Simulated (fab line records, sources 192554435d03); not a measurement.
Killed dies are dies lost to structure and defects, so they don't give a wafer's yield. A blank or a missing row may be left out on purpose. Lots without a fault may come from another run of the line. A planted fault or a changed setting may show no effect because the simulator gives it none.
One fault seen from 3 desks | flow n5_finfet | each desk has only its own numbers; what lay behind them comes last

THE METROLOGY DESK
What the gauges read, lot by lot, whatever tool the lot ran on: means of the sampled wafers that have a number. A lot is out of limits, marked OUT, if its mean lies more than 4 standard deviations from the usual mean; the brackets give that distance. Of its 12 readings 7 are shown: those that lie furthest out on some lot.
Columns: A = cd_nm at N5_BEOL_M2_CD_MEAS_11, usual 16.79 nm; B = DIBL_N at N5_BEOL_M4_RC_MEAS_101, usual 36.9 mV/V; C = DIBL_P at N5_BEOL_M4_RC_MEAS_101, usual 36.7 mV/V; D = IOFF_P at N5_BEOL_M4_RC_MEAS_101, usual 0.22 nA/um; E = ION_P at N5_BEOL_M4_RC_MEAS_101, usual 461 uA/um; F = SS_P at N5_BEOL_M4_RC_MEAS_101, usual 73.4 mV/dec; G = VT_P at N5_BEOL_M4_RC_MEAS_101, usual -250 mV
lot  | first seen here | A     | B    | C    | D    | E   | F    | G
L586 | day 7 09:50     | 16.80 | 38.0 | 37.8 | 0.22 | 458 | 73.5 | -249
L589 | day 7 11:04     | 16.94 | 37.8 | 37.7 | 0.20 | 454 | 73.6 | -252
L590 | day 8 00:20     | 16.72 | 37.8 | 39.5 | 0.25 | 466 | 73.9 | -248
L592 | day 8 05:46     | 16.94 | 38.3 | 38.0 | 0.25 | 463 | 73.4 | -247
L596 | day 9 15:40     | 16.66 | 36.9 | 35.5 | 0.23 | 464 | 72.8 | -246
L601 | day 10 09:43    | 16.87 | 37.3 | 36.8 | 0.19 | 454 | 73.0 | -253
L608 | day 12 12:19    | 16.57 | 38.5 | 38.3 | 0.23 | 465 | 73.5 | -250
This desk's finding: nothing out of limits on any of the 7 lots.

THE DEFECT DESK
What the inspections along the route counted, lot by lot: means of the sampled wafers that have a number. A lot is out of limits, marked OUT, if its mean lies more than 4 standard deviations from the usual mean; the brackets give that distance.
Columns: A = raw_defect_count at N5_BEOL_M2_INSPECT_13, usual 446
lot  | first seen here | A
L586 | day 7 09:56     | 308
L589 | day 7 11:10     | 522
L590 | day 8 00:25     | 565
L592 | day 8 05:51     | 596
L596 | day 9 15:44     | 512
L601 | day 10 09:49    | 508
L608 | day 12 12:25    | 425
This desk's finding: nothing out of limits on any of the 7 lots.

THE TOOL OWNER'S DESK: rie_metal-03
The tool's own readings at N5_BEOL_M2_HM_OPEN_17 (chemistry Cl2/BCl3, target TiN, target depth 20 nm, overetch 6 nm): means of the sampled wafers that have a number, for each lot that ran on this tool. A lot is out of limits, marked OUT, if its mean lies more than 4 standard deviations from the usual mean; the brackets give that distance.
Columns: A = bcl3_flow_sccm at N5_BEOL_M2_HM_OPEN_17, usual 21.76 sccm; B = drypump_motor_current_A at N5_BEOL_M2_HM_OPEN_17, usual 5.8 A; C = oes_product_au at N5_BEOL_M2_HM_OPEN_17, usual 0.63 a.u.; D = throttle_valve_pct at N5_BEOL_M2_HM_OPEN_17, usual 22.35 %
lot  | first seen here | A     | B   | C    | D
L589 | day 7 11:27     | 21.78 | 6.1 | 0.66 | 22.39
L590 | day 8 00:43     | 21.77 | 6.0 | 0.59 | 22.27
L592 | day 8 06:10     | 21.76 | 6.0 | 0.63 | 22.34
L596 | day 9 16:02     | 21.79 | 6.0 | 0.53 | 22.18
This desk's finding: nothing out of limits on any of the 4 lots.

PUT TOGETHER
The metrology desk saw nothing out of limits.
The defect desk saw nothing out of limits.
The tool owner's desk saw nothing out of limits.

WHAT THE SIMULATOR HAD PUT IN
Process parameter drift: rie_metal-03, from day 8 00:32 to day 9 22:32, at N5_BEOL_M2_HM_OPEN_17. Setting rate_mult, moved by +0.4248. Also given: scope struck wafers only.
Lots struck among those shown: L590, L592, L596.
